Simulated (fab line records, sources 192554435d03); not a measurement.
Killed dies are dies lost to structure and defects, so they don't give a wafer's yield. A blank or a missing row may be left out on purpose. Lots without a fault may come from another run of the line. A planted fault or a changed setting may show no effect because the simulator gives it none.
A struck lot beside a sound one | flow n5_finfet | 15 steps out of a route of 1938
Sound: wafers L528.1, L528.3, L528.4. Struck: wafers L538.1, L538.4, L538.6. The cause comes at the end.
At each step with rows: each side's tool, then ch and its chambers, then its first start. Under that, the readings that differ: sound wafers | struck wafers | difference of the means | sigmas: that difference in standard deviations of wafers without a fault.
alike: readings whose means differ by less than 2 such deviations, and words and numbers that are the same on both sides. not compared: withheld readings, readings that some wafer has no value for, bounds like >300 that may hide the same value, and numbers for which the record gives no deviation and whose values overlap.
The two part at a step that has a row with sigmas, a row that says differs or no value, or rows on one side only. Numbers that don't overlap but have no deviation are shown without sigmas and don't part them. A reading that every wafer of one side lacks parts them only if that side has two wafers or more.

N5_BEOL_M12_CD_MEAS_10: target cd 140 nm.
  sound on cd_sem-03 ch 0, day 11 11:14; struck on cd_sem-02 ch 0, day 14 08:27
  alike: cd_nm
N5_BEOL_M12_OVL_MEAS_11:
  sound on overlay-02 ch 0, day 11 11:16; struck on overlay-02 ch 0, day 14 08:29
  alike: V11_OVL
N5_BEOL_M12_INSPECT_12: inspects for defects (macro).
  sound on defect_inspect-02, day 11 11:18; struck on defect_inspect-01, day 14 08:30
  alike: raw_defect_count
N5_BEOL_M12_DESCUM_15: chemistry O2, time 7.9 s.
  sound on rie_diel-06 ch 0,1,3, day 11 11:20; struck on rie_diel-01 ch 0,1,3, day 14 08:32
  reading                     | sound       | struck      | difference | sigmas
  drypump_motor_current_A (A) | 4.9 5.5 5.3 | 6.0 6.1 6.7 | +1.0       | +2
  alike: oes_product_au, rf_vpp_V, showerhead_plenum_p_Torr, temp_c, throttle_valve_pct
  not compared: rf_hours_counter_h
N5_BEOL_M12_ETCH_59: etches BARC in N2/H2, target depth 89 nm, overetch 26.7 nm, time 67.9 s.
  sound on rie_diel-06 ch 0,1,3, day 11 11:22; struck on rie_diel-01 ch 0,1,3, day 14 08:34
  reading                     | sound       | struck      | difference | sigmas
  drypump_motor_current_A (A) | 4.9 5.5 5.3 | 6.0 6.0 6.7 | +1.0       | +2
  alike: oes_product_au, rf_vpp_V, showerhead_plenum_p_Torr, throttle_valve_pct
  not compared: rf_hours_counter_h
N5_BEOL_M12_VIA_ETCH_16: etches SiOC in C4F8/O2/Ar, target depth 724.8 nm.
  sound on rie_diel-06 ch 0,1,3, day 11 11:25; struck on rie_diel-01 ch 0,1,3, day 14 08:37
  reading                     | sound       | struck      | difference | sigmas
  drypump_motor_current_A (A) | 4.9 5.6 5.3 | 6.0 6.1 6.7 | +1.0       | +2
  alike: oes_product_au, rf_vpp_V, showerhead_plenum_p_Torr, throttle_valve_pct
N5_BEOL_M12_STRIP_63: strips in N2/H2.
  sound on plasma_asher-01 ch 0,1, day 11 11:37; struck on plasma_asher-02 ch 0,1, day 14 08:49
  alike: drypump_motor_current_A, heater_power_w, oes_product_au, strip_time_to_endpoint_s, temp_c
  not compared: rf_hours_counter_h
N5_BEOL_M12_STRIP_64: strips in N2/H2.
  sound on plasma_asher-01 ch 0,1, day 11 11:41; struck on plasma_asher-02 ch 0,1, day 14 08:53
  alike: drypump_motor_current_A, heater_power_w, oes_product_au, strip_time_to_endpoint_s, temp_c
  not compared: rf_hours_counter_h
then, 2 steps without rows for these wafers: N5_BEOL_M12_STRIP_71 (strips in post etch residue remover, time 60 s); N5_BEOL_M12_SRD_72 (time 30 s, dry time 30 s).
N5_BEOL_M12_CD_MEAS_17: target cd 140 nm.
  sound on cd_sem-03, day 11 11:49; struck on cd_sem-01, day 14 09:02
  alike: cd_nm
then, 1 step without rows for these wafers: N5_BEOL_M12_COAT_65 (time 60 s, resist thk 300 nm).
N5_BEOL_M12_COAT_66: time 60 s, resist thk 110 nm.
  sound on litho_track-04 ch 0, day 11 11:52; struck on litho_track-01 ch 0, day 14 09:04
  reading          | sound                | struck               | difference | sigmas
  plate_temp_C (C) | 220.09 220.18 220.08 | 217.80 217.80 218.09 | -2.22      | -12
then, 1 step without rows for these wafers: N5_BEOL_M12_COAT_22 (resist thk 300 nm).
N5_PASSIVATION_PROBE_49:
  the record has rows for the sound wafers here (prober-02, day 13 00:25) and none for the struck ones

WHERE THEY PART
First at N5_BEOL_M12_DESCUM_15; last, within this record, at N5_PASSIVATION_PROBE_49.

WHY: what the simulator had put in
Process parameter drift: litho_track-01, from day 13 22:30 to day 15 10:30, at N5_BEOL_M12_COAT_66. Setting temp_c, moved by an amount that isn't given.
